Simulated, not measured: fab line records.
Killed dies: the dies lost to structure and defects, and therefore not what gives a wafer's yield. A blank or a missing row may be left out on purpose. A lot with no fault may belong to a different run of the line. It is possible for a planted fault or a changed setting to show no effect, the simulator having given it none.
fab line records + flow n5Finfet
[record]
- lots = 3
- wafers = 9
- lastDay = 13
route steps=1938 shown STI_FIN_REVEAL@209 DUMMY_GATE@212 ILD0@338 BEOL_M4@1111
lots that met no fault: taken from a fault-free run of the same line
startH: the number of hours between the record's first day and the start of the first shown wafer of the lot + waitH: hours since the lot's step before + " identical to the entry in the row above + L1.1+2: a row that stands for several wafers + - no value present, or no start provided + * or withheld: withheld + < > ~ a bound
route shown NAME@n: a module of which the file shows steps, and the number in the route of the first + usual: the fault-free wafers' mean and standard deviation + same: alike in all rows + chamber/n: place in a boat + sites: the reading at each site + _std_site: standard deviation of those values + _edge_site: the outer-site mean with the inner-site mean subtracted + radiusMm: how far each site lies from the wafer's centre + mask NAME#n: copy n + behind: the last tool/chamber to shape the wafer + hold: reason for holding the lot/hours on hold/outcome of the hold + device: whichever transistor did not switch (one of n, p or np) + end of line: tests of these same wafers at the route's end + for a step that has no rows: nothing shown but its recipe + killed: at the first sort, the dies lost to defects and structure; wafer yield is something else + map: a wafer's dies, x killed, . not, _ none there
set.NAME: setting as actually run; set.NAME@STEP: the setting as run at that earlier step + model.NAME: the simulator's own value behind a step, which no gauge read
lots seen at some steps along the route; tables by step, rows by wafer
services: from which hour (startH, from the record's first day; less than 0 if before it) a tool's chamber was out of use, for how many hours, and why
[[steps]]
[step N5_STI_FIN_REVEAL_PRECLEAN_18]
[recipe]
- chemistry = SC2
- timeS = 45
- tempC = 35
- mix = 1:1:50
[step N5_STI_FIN_REVEAL_SRD_28]
[recipe]
- dry = ipaMarangoni
- timeS = 30
- tempC = 23
- rinseLiquid = diw
[step N5_DUMMY_GATE_PRECLEAN_00]
[recipe]
- chemistry = O3/DIW
- timeS = 60
- tempC = 22
- o3Ppm = 10
[step N5_DUMMY_GATE_SRD_01]
[recipe]
- timeS = 30
- tempC = 23
- rinseLiquid = diw
- dry = ipaMarangoni
[step N5_DUMMY_GATE_ALD_02]
[recipe]
- material = SiO2
- targetThkA = 20
- tempC = 300
- aldPrecursorFamily = BDEAS
- aldCoReactant = O2-plasma
- pulseTimeS = 1
- pressureTorr = 2
[step N5_DUMMY_GATE_CVD_03]
[recipe]
- material = a-Si
- targetThkA = 1500
- tempC = 530
- precursor = SiH4
- timeS = 8042
[step N5_DUMMY_GATE_PRECLEAN_46]
[recipe]
- chemistry = DIW
- timeS = 89.5
- tempC = 23
[step N5_DUMMY_GATE_SRD_47]
[recipe]
- dryTimeS = 32
- dry = n2Spin
- spinRpm = 1500
[step N5_DUMMY_GATE_CMP_04]
[recipe]
- material = a-Si
- postCmpClean = alkalineBrush
[step N5_DUMMY_GATE_HM_DEP_06]
[recipe]
- material = SiNx
- targetThkA = 800
- precursor = DCS/NH3
- tempC = 700
- pressureMtorr = 300
- timeS = 5141
[step N5_DUMMY_GATE_PECVD_30]
[recipe]
- material = SiO2
- targetThkA = 550
- tempC = 400
- precursor = TEOS/O2
- pressureTorr = 6.5
- rfW = withheld
- teosFlowSccm = withheld
- gas = O2
- flowSccm = 2650
- timeS = 10.8
[usual]
- chamberPressureTorr = 6.501/0.014
| lot.wafer | tool     | chamber | startH | waitH | chamberPressureTorr | model.SiO2_of_DUMMY_GATE_PECVD_30.thkNm |
|-----------|----------|---------|--------|-------|---------------------|-----------------------------------------|
| L261.2    | pecvd-04 | 2       | 63.90  | 0.0   | 6.506               | 54.8                                    |
| L261.4    | "        | 0       | "      | "     | 6.502               | 55.6                                    |
| L261.6    | "        | 2       | "      | "     | 6.494               | 55                                      |
| L262.1    | pecvd-01 | 2       | 73.41  | 0.0   | 6.499               | 54.4                                    |
| L262.2    | "        | 1       | "      | "     | 6.506               | 55                                      |
| L262.3    | "        | 0       | "      | "     | 6.523               | 55.2                                    |
| L265.2    | pecvd-04 | 2       | 91.41  | 0.0   | 6.492               | 54.4                                    |
| L265.4    | "        | 2       | "      | "     | 6.520               | 75.6                                    |
| L265.5    | "        | 0       | "      | "     | 6.486               | 74.8                                    |
[step N5_DUMMY_GATE_COAT_34]
[recipe]
- resist = SOC
- tempC = 250
- timeS = 60
- spinRpm = 1500
- resistThkNm = 60
[step N5_DUMMY_GATE_COAT_35]
[recipe]
- resist = SiARC
- tempC = 220
- timeS = 60
- spinRpm = 1500
- resistThkNm = 10
[step N5_DUMMY_GATE_COAT_28]
[recipe]
- resist = underlayer
- tempC = 205
- timeS = 60
- spinRpm = 1500
- resistThkNm = 10
[step N5_DUMMY_GATE_COAT_09]
[recipe]
- resist = CAR-EUV
- spinRpm = 1500
- resistThkNm = 30
[step N5_DUMMY_GATE_EBR_11]
[recipe]
- solvent = PGMEA
- ebrWidthMm = 1.5
[step N5_DUMMY_GATE_SOFTBAKE_10]
[recipe]
- tempC = 110
- timeS = 60
- resist = CAR-EUV
[step N5_DUMMY_GATE_EXPOSE_12]
[recipe]
- maskId = GATE
- na = 0.33
- sourceShape = annular
- sigmaInner = 0.2
- sigmaOuter = 0.6
- polarization = unpolarized
- targetCdNm = 25
- doseMj = 34
[step N5_DUMMY_GATE_PEB_13]
[recipe]
- pebTempC = 100
- pebTimeS = 60
- resist = CAR-EUV
[step N5_DUMMY_GATE_DEVELOP_14]
[recipe]
- developTimeS = 30
- developer = TMAH
- resist = CAR-EUV
- rinseLiquid = surfactantRinse
- dry = airSpin
- devTempC = 23
[step N5_DUMMY_GATE_DESCUM_20]
[recipe]
- chemistry = O2
- timeS = 6.2
- sourcePowerW = 50
- biasPowerW = 20
- pressureMtorr = 20
- rfFrequencyHz = 2.712e+07
- tempC = 40
- resist = CAR-EUV
- o2FlowSccm = 225
[step N5_DUMMY_GATE_ETCH_29]
[recipe]
- chemistry = N2/H2
- target = underlayer
- targetDepthA = 130
- ionEnergyEv = 200
- pressureMtorr = 30
- sourceW = 840
- biasW = 150
- n2FlowSccm = 200
- h2FlowSccm = 200
[step N5_DUMMY_GATE_ETCH_36]
[recipe]
- chemistry = CF4
- target = SiARC
- targetDepthA = 130
- pressureMtorr = 40
- sourceW = 545
- biasW = 36
- Ar_flow_sccm = 100
- cf4FlowSccm = 100
- ionEnergyEv = 80
[step N5_DUMMY_GATE_ETCH_37]
[recipe]
- chemistry = N2/H2
- target = SOC
- targetDepthA = 600
- overetchA = 300
- tempC = 40
- ionEnergyEv = 200
- pressureMtorr = 30
- sourceW = 840
- biasW = 150
- n2FlowSccm = 200
- h2FlowSccm = 200
[step N5_DUMMY_GATE_STRIP_38]
[recipe]
- chemistry = N2/H2
- tempC = 40
- n2FlowSccm = 200
- h2FlowSccm = 200
- rfFrequencyHz = 6e+07
[step N5_DUMMY_GATE_STRIP_39]
[recipe]
- chemistry = N2/H2
- tempC = 40
- n2FlowSccm = 200
- h2FlowSccm = 200
- rfFrequencyHz = 6e+07
[step N5_DUMMY_GATE_TRIM_49]
[recipe]
- chemistry = O2
- resist = SOC
- timeS = 29
- targetCdNm = 14
- sourcePowerW = 300
- biasPowerW = 0
- O2_flow_sccm = 100
- tempC = 20
[step N5_DUMMY_GATE_STRIP_40]
[recipe]
- chemistry = CF4
- resist = SiARC
- powerW = 300
- biasPowerW = 75
- pressureMtorr = 50
- cf4FlowSccm = 150
- rfFrequencyHz = 6e+07
[step N5_DUMMY_GATE_ETCH_31]
[recipe]
- chemistry = C4F6/O2
- target = SiO2
- maskMaterial = SOC
- targetDepthA = 825
- timeS = 27.5
- ionEnergyEv = 250
- pressureMtorr = 30
- sourceW = 345
- biasW = 185
- Ar_flow_sccm = 300
- C4F6_flow_sccm = 10
- O2_flow_sccm = 10
[step N5_DUMMY_GATE_STRIP_41]
[recipe]
- chemistry = O2
- powerW = 400
- tempC = 40
- pressureMtorr = 30
- rfFrequencyHz = 6e+07
- biasPowerW = 0
- overashFraction = 0.3
- o2FlowSccm = 225
[step N5_DUMMY_GATE_HM_OPEN_21]
[recipe]
- chemistry = CH3F/O2
- target = SiNx
- targetDepthA = 1200
- Ar_flow_sccm = 150
- CH3F_flow_sccm = 30
- O2_flow_sccm = 23
- timeS = 171.4
- pressureMtorr = 30
- sourceW = 395
- biasW = 73
- ionEnergyEv = 120.7
[step N5_DUMMY_GATE_ETCH_32]
[recipe]
- chemistry = CF4
- target = SiO2
- targetDepthA = 35
- timeS = 3.9
- ionEnergyEv = 350
- pressureMtorr = 10
- icpW = 800
- biasW = 400
- cf4FlowSccm = 80
[step N5_DUMMY_GATE_ETCH_23]
[recipe]
- chemistry = HBr/Cl2/O2
- HBr_flow_sccm = 150
- Cl2_flow_sccm = 80
- O2_flow_sccm = 12
- biasW = 102
- targetDepthA = 410
- timeS = 22.3
- target = poly-Si
- maskMaterial = SiO2
- pressureMtorr = 10
- icpW = 800
[step N5_DUMMY_GATE_ETCH_44]
[recipe]
- chemistry = HBr/O2
- overEtchFrac = 0.7
- targetDepthA = 1275
- stopOn = SiO2
- ionEnergyEv = 60
- biasW = 20
- target = poly-Si
- maskMaterial = SiO2
- pressureMtorr = 20
- icpW = 400
- HBr_flow_sccm = 120
- O2_flow_sccm = 10
[usual]
- drypumpMotorCurrentA = 5.64/0.25
- oesProductAu = 0.728/0.011
- throttleValvePct = 18.58/0.12
| lot.wafer | tool     | chamber | startH | waitH | drypumpMotorCurrentA | oesProductAu | rfHoursCounterH | throttleValvePct | model.SiO2_of_DUMMY_GATE_PECVD_30.thkNm |
|-----------|----------|---------|--------|-------|----------------------|--------------|-----------------|------------------|-----------------------------------------|
| L261.2    | rieSi-03 | 3       | 65.28  | 0.0   | 5.76                 | 0.742        | 30              | 18.58            | 37.8                                    |
| L261.4    | "        | 1       | "      | "     | 5.38                 | 0.745        | 187             | 18.52            | 38.6                                    |
| L261.6    | "        | 3       | "      | "     | 5.77                 | 0.731        | -               | 18.57            | 37.8                                    |
| L262.1    | rieSi-03 | 1       | 74.63  | 0.0   | 5.38                 | 0.745        | 187             | 18.52            | 37.4                                    |
| L262.2    | "        | 2       | "      | "     | 5.62                 | 0.730        | 67              | 18.68            | 37.8                                    |
| L262.3    | "        | 3       | "      | "     | 5.77                 | 0.729        | 30              | 18.58            | 38.4                                    |
| L265.2    | rieSi-02 | 2       | 92.64  | 0.0   | 5.96                 | 0.712        | 172             | 18.65            | 37.6                                    |
| L265.4    | "        | 3       | "      | "     | 5.98                 | 0.727        | 178             | 18.55            | 58.6                                    |
| L265.5    | "        | 3       | "      | "     | 5.99                 | 0.721        | -               | 18.54            | 58                                      |
[step N5_DUMMY_GATE_ETCH_42]
[recipe]
- chemistry = CHF3/O2
- target = SiO2
- targetDepthA = 35
- timeS = 31
- ionEnergyEv = 30
- biasW = 12
- pressureMtorr = 30
- sourceW = 600
- Ar_flow_sccm = 200
- CHF3_flow_sccm = 50
- O2_flow_sccm = 5
[step N5_ILD0_CMP_03]
[recipe]
- stopOn = SiNx
- tOverpolishS = 1.9
- postCmpClean = alkalineBrush
- downForcePsi = 4.1491
- platenRpm = 51.796
- padVelocityMS = 1.0306
- targetThkNm = 197.38
[usual]
- edgeZonePressureFrac = 1.000/0.0047
- motorCurrentA = 12.0/1.2
- overpolishRunS = 1.900/0.009
- timeToEndpointS = 72/3.1
| lot.wafer | tool   | chamber | startH | waitH | edgeZonePressureFrac | motorCurrentA | overpolishRunS | timeToEndpointS |
|-----------|--------|---------|--------|-------|----------------------|---------------|----------------|-----------------|
| L261.2    | cmp-02 | 3       | 79.08  | 0.5   | 1.004                | 12.6          | 1.883          | 72              |
| L261.4    | "      | 0       | "      | "     | 0.995                | 12.0          | 1.891          | 74              |
| L261.6    | "      | 3       | "      | "     | 1.003                | 11.9          | 1.897          | 72              |
| L262.1    | cmp-02 | 2       | 88.02  | 0.0   | 0.996                | 10.6          | 1.909          | 73              |
| L262.2    | "      | 0       | "      | "     | 0.998                | 12.3          | 1.905          | 73              |
| L262.3    | "      | 1       | "      | "     | 1.001                | 13.8          | 1.911          | 73              |
| L265.4    | cmp-01 | 1       | 107.09 | 0.1   | 1.007                | 13.3          | 1.887          | 85              |
| L265.2    | "      | 3       | "      | "     | 1.009                | 10.6          | 1.901          | 73              |
| L265.5    | "      | 0       | "      | "     | 0.997                | 10.8          | 1.899          | 80              |
[step N5_BEOL_M4_RC_MEAS_101]
[usual]
- DIBL_N = 36.3/1.4
- DIBL_P = 35.7/1.5
- IOFF_N = 0.155/0.022
- IOFF_P = 0.204/0.027
- ION_N = 671/9
- ION_P = 459/6.2
- SS_N = 71.5/0.54
- SS_P = 73.1/0.56
- VT_N = 250.2/2.6
- VT_P = -251/3.3
| lot.wafer | tool      | chamber | startH | waitH | DIBL_N[mV/V] | DIBL_P[mV/V] | IOFF_N[nA/um] | IOFF_P[nA/um] | ION_N[uA/um] | ION_P[uA/um] | SS_N[mV/dec] | SS_P[mV/dec] | VT_N[mV] | VT_P[mV] |
|-----------|-----------|---------|--------|-------|--------------|--------------|---------------|---------------|--------------|--------------|--------------|--------------|----------|----------|
| L261.2    | prober-02 | 0       | 189.28 | 0.2   | 36.4         | 36.6         | 0.172         | 0.187         | 686          | 458          | 71.3         | 72.9         | 246.6    | -255     |
| L261.4    | "         | 0       | "      | "     | 37.3         | 37.7         | 0.193         | 0.204         | 680          | 460          | 71.7         | 73.3         | 246.3    | -249     |
| L261.6    | "         | 0       | "      | "     | 36.6         | 36.6         | 0.175         | 0.199         | 688          | 465          | 70.5         | 73.0         | 246.0    | -252     |
| L262.1    | prober-02 | 0       | 191.18 | 0.0   | 37.7         | 37.2         | 0.183         | 0.269         | 686          | 480          | 71.7         | 73.5         | 245.5    | -243     |
| L262.2    | "         | 0       | "      | "     | 36.0         | 34.5         | 0.155         | 0.234         | 675          | 465          | 72.4         | 73.5         | 253.0    | -248     |
| L262.3    | "         | 0       | "      | "     | 35.1         | 33.9         | 0.137         | 0.210         | 671          | 464          | 71.3         | 72.2         | 250.5    | -248     |
| L265.2    | prober-01 | 0       | 212.76 | 0.2   | 36.3         | 35.8         | 0.143         | 0.179         | 663          | 445          | 70.8         | 73.0         | 253.2    | -255     |
| L265.4    | "         | 0       | "      | "     | 36.3         | 35.8         | 0.139         | 0.180         | 659          | 448          | 71.3         | 73.4         | 254.3    | -257     |
| L265.5    | "         | 0       | "      | "     | 35.6         | 35.0         | 0.131         | 0.168         | 648          | 443          | 71.2         | 72.4         | 254.9    | -257     |
[[services]]
| tool     | chamber | startH | hours | kind                          |
|----------|---------|--------|-------|-------------------------------|
| cmp-02   | -       | 49.36  | 4.0   | pm                            |
| pecvd-01 | -       | 52.10  | 0.9   | repair                        |
| cmp-02   | -       | 53.36  | -     | consumableReplace:conditioner |
| cmp-02   | -       | 53.36  | -     | consumableReplace:pad         |
| cmp-01   | -       | 63.85  | 7.4   | pm                            |
| cmp-02   | -       | 66.82  | 0.3   | repair                        |
| cmp-01   | -       | 73.34  | 6.6   | repair                        |
| rieSi-03 | 3       | 75.19  | 19.1  | repair                        |
| pecvd-04 | 1       | 79.71  | 6.9   | repair                        |
| cmp-02   | -       | 93.69  | 1.8   | repair                        |
| cmp-01   | -       | 95.28  | 3.5   | repair                        |
[[key]]
[firstSign]
- step = N5_ILD0_CMP_03
- reading = timeToEndpointS
- direction = up
- sigmas = 3.4
- usual = *
- struck = *
effect none on later readings
[modelEffect]
- step = N5_DUMMY_GATE_PECVD_30
- value = SiO2_of_DUMMY_GATE_PECVD_30.thkNm
- without = 55.4
- struck = 75.2
[modelEffect]
- step = N5_DUMMY_GATE_ETCH_44
- value = SiO2_of_DUMMY_GATE_PECVD_30.thkNm
- without = 38.5
- struck = 58.3
metAt N5_DUMMY_GATE_PECVD_30
struckWafers L265.4,L265.5
onsetBetween 63.90 91.41
[fault]
- kind = processParameterDrift
- tool = pecvd-04
- chamber = -
- onsetH = 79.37
- steps = N5_DUMMY_GATE_PECVD_30
- channel = timeS
- offset = *
- shape = step
- endH = 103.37
- scope = struckWafersOnly
- actsIn = *
- stated = *
